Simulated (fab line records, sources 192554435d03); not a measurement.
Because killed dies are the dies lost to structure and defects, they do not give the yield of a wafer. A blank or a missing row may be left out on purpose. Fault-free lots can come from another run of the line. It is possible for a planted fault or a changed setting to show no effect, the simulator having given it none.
fab line records | flow n5-finfet
record lots=4 | wafers=12 | last-day=18
route steps=1938 shown SD_EPI_N@276 SD_EPI_P@295 MOL_CONTACT_COAG@537 PASSIVATION@1936
lots untouched by any fault: they come from a run of this same line in which no faults occurred
start-h: start of the lot's first displayed wafer, in hours after the record's first day | wait-h: time in hours since the lot's previous step | " identical to the entry in the row above | L1.1+2: a row that stands for several wafers | - value missing, or start not given | * or withheld: withheld | < > ~ a bound
route shown NAME@n: a module of which the file shows steps, and the number in the route of the first | usual: mean and standard deviation over wafers with no fault | same: alike in all rows | chamber/n: place in a boat | sites: per-site readings | _std_site: the standard deviation of these | _edge_site: inner sites' mean taken away from outer sites' mean | radius-mm: for every site, how far away it sits from the centre of the wafer | mask NAME#n: copy n | behind: the last tool/chamber to shape the wafer | hold: why the lot was held/for how many hours/how that ended | device: names the non-switching transistor (n, p or np) | end of line: the tests these same wafers got at the end of their route | step lacking rows: just its recipe | killed: dies lost to structure and defects at the first sort, not the wafer's yield | map: shows each die of a wafer: x if killed, . if not, _ if none is there
set.NAME: the setting the step ran with; set.NAME@STEP: the setting that earlier step ran with | model.NAME: the simulator's own value behind a step, which no gauge read
certain route steps with their lots: each step a table, each wafer a row
services: a tool's chamber out of use, with start hour (start-h, from the record's first day; less than 0 if before it), hours out, and reason
## steps
# step N5_SD_EPI_N_STRIP_36
# recipe chemistry=N2/H2 | temp-c=40 | n2-flow-sccm=200 | h2-flow-sccm=200 | rf-frequency-hz=6e+07
# step N5_SD_EPI_N_ETCHBACK_44
# recipe chemistry=CH3F/O2 | mode=anisotropic-etchback | target=SiNx | target-depth-a=145 | stop-on=SiO2 | over-etch-frac=0.3 | ion-energy-ev=120 | pressure-mtorr=30 | source-w=395 | bias-w=73 | Ar_flow_sccm=150 | CH3F_flow_sccm=30 | O2_flow_sccm=20
# step N5_SD_EPI_N_ETCH_45
# recipe chemistry=CH3F/O2 | target=SiOCN | target-depth-a=60 | mask-material=SOC | ion-energy-ev=60 | bias-w=29 | pressure-mtorr=15 | source-w=410 | Ar_flow_sccm=150 | CH3F_flow_sccm=30 | O2_flow_sccm=20
# step N5_SD_EPI_N_ETCH_16
# recipe chemistry=CHF3/O2 | target=SiO2 | target-depth-a=50 | mask-material=SOC | pressure-mtorr=30 | source-w=650 | bias-w=170 | Ar_flow_sccm=200 | CHF3_flow_sccm=50 | O2_flow_sccm=5 | ion-energy-ev=200
# step N5_SD_EPI_N_STRIP_47
# recipe chemistry=CHF3/O2 | resist=SiARC | rf-frequency-hz=6e+07
# step N5_SD_EPI_N_SD_RECESS_17
# recipe chemistry=HBr/Cl2/O2 | target-depth-a=410 | mask-material=SOC | time-s=23.7 | bt-time-s=3 | pressure-mtorr=10 | icp-w=800 | bias-w=112 | HBr_flow_sccm=150 | Cl2_flow_sccm=80 | O2_flow_sccm=12
# step N5_SD_EPI_N_STRIP_38
# recipe chemistry=N2/H2 | power-w=1000 | temp-c=250 | h2-frac=0.65 | overash-fraction=0.3 | pressure-mtorr=withheld | n2-flow-sccm=1750 | h2-flow-sccm=3250
# step N5_SD_EPI_N_WET_ETCH_43
# recipe chemistry=dHF | dilution=withheld | time-s=14 | target=SiO2 | target-depth-a=15 | temp-c=25
# step N5_SD_EPI_N_STRIP_18
# recipe chemistry=SPM | time-s=750 | temp-c=130 | h2so4-h2o2-vol-ratio=4
# step N5_SD_EPI_N_SRD_20
# recipe dry=ipa-marangoni | do-ppb=5 | time-s=30 | temp-c=23 | rinse-liquid=diw
# step N5_SD_EPI_N_PRECLEAN_48
# recipe chemistry=NF3:NH3 | afs-cycles=2 | temp-c=30 | time-s=20 | sublimation-temp-c=180 | sublimation-time-s=60 | pressure-torr=3 | rf-power-w=30
# step N5_SD_EPI_N_VAPOR_ETCH_50
# recipe chemistry=HCl | target=Si | temp-c=775 | time-s=54 | pressure-torr=20 | mode=isotropic
# step N5_SD_EPI_N_EPI_21
# recipe material=Si:P | dopant=P | temp-c=680 | pressure-torr=255 | time-s=690
# usual chamber-pressure-Torr=255.1/0.65 | lamp-inner-pct=17.7/1.2
# same epi-growth-time-s=690
lot.wafer | tool         | chamber | start-h | wait-h | chamber-pressure-Torr | lamp-inner-pct | model.Si-P_of_SD_EPI_N_EPI_21.thk-nm
L787.1    | epi-rpcvd-02 | 0       | 92.27   | 0.2    | 255.6                 | 15.7           | 59.8
L787.4    | "            | 0       | "       | "      | 256.9                 | 15.8           | 59.2
L787.5    | "            | 0       | "       | "      | 255.3                 | 15.8           | 59.6
L797.2    | epi-rpcvd-02 | 0       | 147.82  | 0.4    | 124.3                 | 15.8           | 44.2
L797.3    | "            | 0       | "       | "      | 124.9                 | 15.9           | 44.2
L797.4    | "            | 0       | "       | "      | 125.2                 | 15.6           | 44.6
L799.1    | epi-rpcvd-02 | 0       | 158.07  | 0.3    | 124.0                 | 15.8           | 43.8
L799.3    | "            | 0       | "       | "      | 124.7                 | 15.7           | 43.8
L799.6    | "            | 0       | 160.56  | 2.5    | 124.5                 | 15.7           | 43.2
L801.1    | epi-rpcvd-04 | 0       | 170.30  | 0.2    | 255.1                 | 18.5           | 59.8
L801.3    | "            | 0       | "       | "      | 254.7                 | 18.4           | 60.2
L801.6    | "            | 0       | 172.17  | 1.9    | 255.4                 | 18.4           | 59
# step N5_SD_EPI_N_EPI_MEAS_23
# recipe mode=xrd
# usual thk-nm=59.1/1.1
lot.wafer | tool          | chamber | start-h | wait-h | thk-nm
L787.1    | film-metro-01 | -       | 93.98   | 1.4    | 58.5
L787.4    | "             | -       | "       | "      | 58.5
L787.5    | "             | -       | "       | "      | 59.1
L797.2    | film-metro-01 | -       | 149.26  | 1.2    | 44.0
L797.3    | "             | -       | "       | "      | 46.4
L797.4    | "             | -       | "       | "      | 44.6
L799.1    | film-metro-02 | -       | 161.09  | 2.5    | 44.1
L799.3    | "             | -       | "       | "      | 42.8
L799.6    | "             | -       | "       | "      | 43.6
L801.1    | film-metro-02 | -       | 172.58  | 1.9    | 60.2
L801.3    | "             | -       | "       | "      | 60.5
L801.6    | "             | -       | "       | "      | 58.9
# step N5_SD_EPI_N_PRECLEAN_24
# recipe chemistry=O3/DIW | time-s=60 | temp-c=22 | o3-ppm=10
# step N5_SD_EPI_N_SRD_25
# recipe time-s=30 | temp-c=23 | rinse-liquid=diw | dry=ipa-marangoni
# step N5_SD_EPI_N_PRECLEAN_49
# recipe chemistry=NF3:NH3 | afs-cycles=1 | temp-c=30 | time-s=20 | sublimation-temp-c=180 | sublimation-time-s=60 | pressure-torr=3 | rf-power-w=30
# step N5_SD_EPI_N_LINER_46
# recipe material=SiNx | target-thk-a=30 | temp-c=400 | ald-precursor-family=SiH2I2 | ald-co-reactant=N2/H2-plasma | pressure-torr=2
# step N5_SD_EPI_P_COAT_34
# recipe resist=SOC | temp-c=250 | time-s=60 | spin-rpm=1500 | resist-thk-nm=350
# step N5_SD_EPI_P_COAT_35
# recipe resist=SiARC | temp-c=220 | time-s=60 | spin-rpm=1500 | resist-thk-nm=35
# step N5_SD_EPI_P_COAT_03
# recipe resist=CAR-ArF-block | spin-rpm=1500 | resist-thk-nm=150
# step N5_SD_EPI_P_EBR_05
# recipe solvent=PGMEA | ebr-width-mm=1.5
# step N5_SD_EPI_P_SOFTBAKE_04
# recipe temp-c=110 | time-s=60 | resist=CAR-ArF-block
# step N5_SD_EPI_P_EXPOSE_06
# recipe mask-id=SD_P_BLK | na=1.35 | source-shape=conventional | sigma-outer=0.8 | polarization=unpolarized | target-cd-nm=240 | dose-mj=39.5
# step N5_SD_EPI_P_PEB_07
# recipe peb-temp-c=110 | peb-time-s=60 | resist=CAR-ArF-block
# step N5_SD_EPI_P_DEVELOP_08
# recipe develop-time-s=30 | developer=TMAH | resist=CAR-ArF-block | dev-temp-c=23 | rinse-liquid=diw | dry=air-spin
# step N5_SD_EPI_P_DESCUM_14
# recipe chemistry=O2 | time-s=7.9 | source-power-w=50 | bias-power-w=20 | pressure-mtorr=20 | rf-frequency-hz=2.712e+07 | temp-c=40 | resist=CAR-ArF-block | o2-flow-sccm=225
# step N5_SD_EPI_P_ETCH_36
# recipe chemistry=CF4 | target=SiARC | target-depth-a=455 | mask-material=CAR-ArF-block | time-s=75.8 | ion-energy-ev=80 | pressure-mtorr=40 | source-w=545 | bias-w=36 | Ar_flow_sccm=100 | cf4-flow-sccm=100 | ends=cleared
# step N5_SD_EPI_P_ETCH_37
# recipe chemistry=N2/H2 | target=SOC | overetch-a=1080 | mask-material=SiARC | temp-c=40 | ion-energy-ev=100 | source-w=3000 | bias-w=133 | pressure-mtorr=20 | time-s=486 | n2-flow-sccm=200 | h2-flow-sccm=200 | ends=end-point
# step N5_SD_EPI_P_STRIP_38
# recipe chemistry=N2/H2 | temp-c=40 | n2-flow-sccm=200 | h2-flow-sccm=200 | rf-frequency-hz=6e+07
# step N5_SD_EPI_P_ETCHBACK_46
# recipe chemistry=CH3F/O2 | mode=anisotropic-etchback | target=SiNx | target-depth-a=175 | stop-on=SiO2 | over-etch-frac=0.3 | ion-energy-ev=120 | pressure-mtorr=30 | source-w=395 | bias-w=73 | Ar_flow_sccm=150 | CH3F_flow_sccm=30 | O2_flow_sccm=20
# step N5_SD_EPI_P_ETCH_47
# recipe chemistry=CH3F/O2 | target=SiOCN | target-depth-a=250 | mask-material=SOC | ion-energy-ev=60 | bias-w=29 | pressure-mtorr=30 | source-w=410 | Ar_flow_sccm=150 | CH3F_flow_sccm=30 | O2_flow_sccm=20
# step N5_SD_EPI_P_ETCH_16
# recipe chemistry=CHF3/O2 | target=SiO2 | target-depth-a=50 | mask-material=SOC | pressure-mtorr=30 | source-w=650 | bias-w=170 | Ar_flow_sccm=200 | CHF3_flow_sccm=50 | O2_flow_sccm=5 | ion-energy-ev=200
# step N5_SD_EPI_P_STRIP_50
# recipe chemistry=CHF3/O2 | resist=SiARC | rf-frequency-hz=6e+07
# step N5_SD_EPI_P_SD_RECESS_17
# recipe chemistry=HBr/Cl2/O2 | target-depth-a=391 | bt-time-s=3 | pressure-mtorr=10 | icp-w=800 | bias-w=112 | HBr_flow_sccm=150 | Cl2_flow_sccm=80 | O2_flow_sccm=12
# step N5_SD_EPI_P_WET_ETCH_45
# recipe chemistry=dHF | dilution=withheld | time-s=10.7 | target=SiO2 | target-depth-a=20 | temp-c=25 | dry=ipa-marangoni | rinse-time-s=30 | rinse-temp-c=23
# step N5_SD_EPI_P_STRIP_40
# recipe chemistry=N2/H2 | power-w=1000 | temp-c=250 | h2-frac=0.65 | overash-fraction=0.3 | pressure-mtorr=withheld | n2-flow-sccm=1750 | h2-flow-sccm=3250
# step N5_SD_EPI_P_PRECLEAN_52
# recipe chemistry=O3/DIW | time-s=60 | temp-c=22 | o3-ppm=10
# step N5_MOL_CONTACT_COAG_ETCH_15
# recipe chemistry=CH3F/O2 | target=SiNx | target-depth-a=70 | mask-material=SOC | stop-on=Si:P | over-etch-frac=0.75 | ion-energy-ev=120 | pressure-mtorr=30 | source-w=395 | bias-w=73 | Ar_flow_sccm=150 | CH3F_flow_sccm=30 | O2_flow_sccm=20
# usual O2_flow_sccm=20.01/0.055 | drypump-motor-current-A=5.6/0.53 | oes-product-au=0.61/0.064 | rf-vpp-V=298/3.3 | showerhead-plenum-p-Torr=2.03/0.082 | throttle-valve-pct=16.25/0.2
lot.wafer | tool        | chamber | start-h | wait-h | O2_flow_sccm | drypump-motor-current-A | oes-product-au | rf-hours-counter-h | rf-vpp-V | showerhead-plenum-p-Torr | throttle-valve-pct | model.Si-P_of_SD_EPI_N_EPI_21.thk-nm
L787.1    | rie-diel-03 | 1       | 128.30  | 0.0    | 20.02        | 6.4                     | 0.65           | 37                 | 301      | 2.12                     | 16.20              | 59
L787.4    | "           | 0       | "       | "      | 20.01        | 5.5                     | 0.50           | -                  | 296      | 1.96                     | 16.36              | 58.4
L787.5    | "           | 3       | "       | "      | 20.00        | 4.8                     | 0.54           | -                  | 300      | 2.07                     | 16.61              | 58.8
L797.2    | rie-diel-04 | 0       | 185.82  | 0.0    | 20.00        | 5.3                     | 0.65           | 40                 | 303      | 1.96                     | 16.19              | 43.6
L797.3    | "           | 1       | "       | "      | 19.95        | 5.0                     | 0.64           | 25                 | 300      | 2.12                     | 15.93              | 43.4
L797.4    | "           | 1       | "       | "      | 19.94        | 5.0                     | 0.65           | -                  | 298      | 2.12                     | 15.93              | 44
L799.1    | rie-diel-01 | 1       | 197.19  | 0.0    | 20.08        | 5.1                     | 0.64           | 43                 | 302      | 2.12                     | 16.24              | 43.2
L799.3    | "           | 3       | "       | "      | 20.03        | 6.3                     | 0.64           | 36                 | 296      | 1.96                     | 16.30              | 43
L799.6    | "           | 2       | "       | "      | 20.09        | 5.3                     | 0.66           | -                  | 299      | 2.13                     | 16.17              | 42.6
L801.1    | rie-diel-04 | 0       | 208.44  | 0.0    | 20.11        | 5.3                     | 0.64           | 49                 | 303      | 1.95                     | 16.21              | 59
L801.3    | "           | 2       | "       | "      | 20.03        | 6.1                     | 0.57           | 102                | 294      | 2.01                     | 16.14              | 59.2
L801.6    | "           | 1       | "       | "      | 20.02        | 5.0                     | 0.63           | -                  | 299      | 2.12                     | 15.96              | 58.2
# step N5_PASSIVATION_PROBE_49
# usual killed_at_M0_to_M3=36/11 | killed_at_M4_up=14/5.6 | killed-at-contacts=11/5.6 | killed-at-front-end=40/12 | killed-at-other=4/3.2 | killed-dies=105/17 | killed-open=69/12 | killed-short=34/8.4
# same gross-dies=1180 | killed-at-back-side=0
lot.wafer | tool      | chamber | start-h | wait-h | killed_at_M0_to_M3 | killed_at_M4_up | killed-at-contacts | killed-at-front-end | killed-at-other | killed-dies | killed-open | killed-short
L787.1    | prober-01 | -       | 339.77  | 0.0    | 19                 | 20              | 9                  | 52                  | 0               | 100         | 62          | 37
L787.4    | prober-01 | -       | 339.92  | 0.2    | 29                 | 25              | 5                  | 73                  | 0               | 132         | 81          | 45
L787.5    | prober-01 | -       | 339.97  | 0.2    | 20                 | 14              | 10                 | 73                  | 1               | 118         | 62          | 52
L799.1    | prober-01 | -       | 412.49  | 0.0    | 54                 | 16              | 10                 | 25                  | 7               | 112         | 74          | 36
L799.3    | prober-01 | -       | 412.59  | 0.1    | 36                 | 18              | 9                  | 38                  | 5               | 106         | 64          | 35
L799.6    | prober-01 | -       | 412.74  | 0.3    | 49                 | 11              | 13                 | 55                  | 0               | 128         | 80          | 46
# killed by level:class
L787.1 FIN_SAQP:geometric-particle:short=12 BEOL_M4:geometric-particle:open=12 FIN_SAQP:geometric-particle:open=8 MOL_CONTACT_COAG:geometric-particle:open=6 BEOL_M1:geometric-particle:open=6 DUMMY_GATE:geometric-particle:open=5 BEOL_M0_SAQP:geometric-particle:open=5 STI_FIN_REVEAL:geometric-particle:open=4
L787.4 FIN_SAQP:geometric-particle:short=15 BEOL_M4:geometric-particle:open=14 STI_FIN_REVEAL:geometric-particle:open=12 FIN_SAQP:geometric-particle:open=11 GATE_CUT:geometric-particle:short=9 BEOL_M0_SAQP:geometric-particle:open=8 DUMMY_GATE:geometric-particle:open=7 BEOL_M0_SAQP:geometric-particle:short=6
L787.5 FIN_SAQP:geometric-particle:short=22 STI_FIN_REVEAL:geometric-particle:open=19 FIN_SAQP:geometric-particle:open=10 MOL_CONTACT_COAG:geometric-particle:open=7 BEOL_M0_SAQP:geometric-particle:short=5 BEOL_M4:geometric-particle:short=4 STARTING-WAFER:geometric-particle:short=4 BEOL_M1:geometric-particle:open=4
L799.1 BEOL_M0_SAQP:geometric-particle:open=13 BEOL_M1:geometric-particle:open=11 BEOL_M3:geometric-particle:open=8 FIN_SAQP:geometric-particle:open=7 BEOL_M0_SAQP:geometric-particle:short=7 MOL_CONTACT_COAG:geometric-particle:open=7 BEOL_M4:geometric-particle:open=7 BEOL_M2:geometric-particle:short=4
L799.3 FIN_SAQP:geometric-particle:short=12 MOL_CONTACT_COAG:geometric-particle:open=9 BEOL_M2:geometric-particle:open=9 FIN_SAQP:geometric-particle:open=8 BEOL_M0_SAQP:geometric-particle:short=7 BEOL_M0_SAQP:geometric-particle:open=7 BEOL_M3:geometric-particle:open=5 SPACER0:geometric-particle:open=4
L799.6 BEOL_M0_SAQP:geometric-particle:short=20 FIN_SAQP:geometric-particle:open=15 BEOL_M0_SAQP:geometric-particle:open=14 MOL_CONTACT_COAG:geometric-particle:open=11 FIN_SAQP:geometric-particle:short=10 STI_FIN_REVEAL:geometric-particle:open=7 BEOL_M1:geometric-particle:open=5 BEOL_M4:geometric-particle:open=5
## services
tool         | chamber | start-h | hours | kind
rie-diel-01  | 2       | 85.67   | -     | clean
rie-diel-01  | 2       | 85.67   | -     | consumable-replace:focus-ring
rie-diel-01  | 2       | 85.67   | -     | consumable-replace:showerhead
rie-diel-01  | 2       | 85.67   | 16.1  | scheduled-down
rie-diel-01  | 2       | 85.67   | 16.1  | vent-cycle
rie-diel-04  | 1       | 92.78   | -     | clean
rie-diel-04  | 1       | 92.78   | -     | consumable-replace:focus-ring
rie-diel-04  | 1       | 92.78   | -     | consumable-replace:showerhead
rie-diel-04  | 1       | 92.78   | 18.6  | scheduled-down
rie-diel-04  | 1       | 92.78   | 18.6  | vent-cycle
rie-diel-04  | 3       | 103.26  | 4.3   | repair
rie-diel-01  | -       | 129.43  | 10.9  | repair
epi-rpcvd-02 | -       | 137.77  | 1.1   | repair
rie-diel-04  | 3       | 138.33  | 9.4   | repair
rie-diel-01  | 2       | 143.52  | 8.2   | repair
epi-rpcvd-04 | -       | 155.48  | 2.8   | pm
rie-diel-03  | 0       | 165.44  | -     | clean
epi-rpcvd-04 | -       | 168.48  | 0.8   | pm
rie-diel-04  | 3       | 182.81  | -     | clean
rie-diel-04  | 3       | 182.81  | -     | consumable-replace:focus-ring
rie-diel-04  | 3       | 182.81  | -     | consumable-replace:showerhead
rie-diel-04  | 3       | 182.81  | 17.6  | scheduled-down
rie-diel-04  | 3       | 182.81  | 17.6  | vent-cycle
epi-rpcvd-04 | -       | 194.45  | 4.3   | pm
## key
first-sign step=N5_SD_EPI_N_EPI_21 | reading=chamber-pressure-Torr | direction=down | sigmas=99+ | usual=255.1 | struck=124.6
effect step=N5_SD_EPI_N_EPI_MEAS_23 | reading=thk-nm | direction=down | sigmas=13 | usual=* | struck=*
model-effect step=N5_SD_EPI_N_EPI_21 | value=Si-P_of_SD_EPI_N_EPI_21.thk-nm | without=58.57 | struck=43.97
model-effect step=N5_MOL_CONTACT_COAG_ETCH_15 | value=Si-P_of_SD_EPI_N_EPI_21.thk-nm | without=57.4 | struck=43.1
met-at N5_SD_EPI_N_EPI_21
struck-wafers L797.2,L797.3,L797.4,L799.1,L799.3,L799.6
tester-left-out L797,L799
onset-between 92.27 147.82
fault kind=process-parameter-drift | tool=epi-rpcvd-02 | chamber=- | onset-h=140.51 | steps=N5_SD_EPI_N_EPI_21 | channel=pressure-torr | offset=-130.47 | shape=step | end-h=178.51 | acts-in=these-recipes-only | stated=255
# tester-left-out: of these lots the tester's yield and bins aren't shown, on N5 and GAA mostly nor the transistor test; their killed dies are dies lost to structure and defects alone, not to doping, threshold or leakage, so they don't give the yield
